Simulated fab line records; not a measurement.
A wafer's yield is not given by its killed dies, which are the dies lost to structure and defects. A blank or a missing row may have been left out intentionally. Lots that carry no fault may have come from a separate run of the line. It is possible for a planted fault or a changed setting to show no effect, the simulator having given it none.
Chamber matching || flow n5_finfet || N5_BEOL_M12_ETCH_59 on rie_diel-05 has 4 sister chambers
The step etches BARC in N2/H2, target depth 89 nm, overetch 26.7 nm, time 67.9 s. 4 wafers are shown with their chamber, then 12 later ones without.

WAFERS, EACH WITH ITS CHAMBER
{"wafer": "L085.2", "chamber": 2, "drypump_motor_current_A (A)": 6.2}
{"wafer": "L085.3", "chamber": 1, "drypump_motor_current_A (A)": 6.5}
{"wafer": "L093.4", "chamber": 3, "drypump_motor_current_A (A)": 5.4}
{"wafer": "L093.5", "chamber": 0, "drypump_motor_current_A (A)": 6.5}

WAFERS WITHOUT THEIR CHAMBER
{"wafer": "L096.2", "drypump_motor_current_A (A)": 6.5}
{"wafer": "L096.4", "drypump_motor_current_A (A)": 5.4}
{"wafer": "L096.6", "drypump_motor_current_A (A)": 6.5}
{"wafer": "L095.3", "drypump_motor_current_A (A)": 6.5}
{"wafer": "L095.4", "drypump_motor_current_A (A)": 6.3}
{"wafer": "L095.6", "drypump_motor_current_A (A)": 6.5}
{"wafer": "L090.2", "drypump_motor_current_A (A)": 5.4}
{"wafer": "L090.4", "drypump_motor_current_A (A)": 6.3}
{"wafer": "L090.6", "drypump_motor_current_A (A)": 6.5}
{"wafer": "L097.1", "drypump_motor_current_A (A)": 5.4}
{"wafer": "L097.2", "drypump_motor_current_A (A)": 6.3}
{"wafer": "L097.6", "drypump_motor_current_A (A)": 6.5}

CHAMBER TAKEN BY EACH
{"wafer": "L096.2", "from the rows above": "can't be placed: 0 or 1", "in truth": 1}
{"wafer": "L096.4", "from the rows above": 3, "in truth": 3}
{"wafer": "L096.6", "from the rows above": "can't be placed: 0 or 1", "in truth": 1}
{"wafer": "L095.3", "from the rows above": "can't be placed: 0 or 1", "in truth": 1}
{"wafer": "L095.4", "from the rows above": 2, "in truth": 2}
{"wafer": "L095.6", "from the rows above": "can't be placed: 0 or 1", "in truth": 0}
{"wafer": "L090.2", "from the rows above": 3, "in truth": 3}
{"wafer": "L090.4", "from the rows above": 2, "in truth": 2}
{"wafer": "L090.6", "from the rows above": "can't be placed: 0 or 1", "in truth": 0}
{"wafer": "L097.1", "from the rows above": 3, "in truth": 3}
{"wafer": "L097.2", "from the rows above": 2, "in truth": 2}
{"wafer": "L097.6", "from the rows above": "can't be placed: 0 or 1", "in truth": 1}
6 of 12 placed correctly. Not placeable from these rows: 6 (in 6, the candidates include the true chamber). Placed wrongly: 0.
How it was worked out, from the rows above alone: a wafer's distance from a chamber is the root of the sum, over the readings, of the square of ((its reading less the chamber's mean) divided by the reading's scatter). The wafer belongs to the nearest chamber; if the next one is less than 2 further off, it can't be placed. Each chamber's mean is taken over the wafers shown for it. The scatter: with one shown wafer a chamber, the root of the mean of the squares of how far each hidden wafer lies from its nearest shown one.
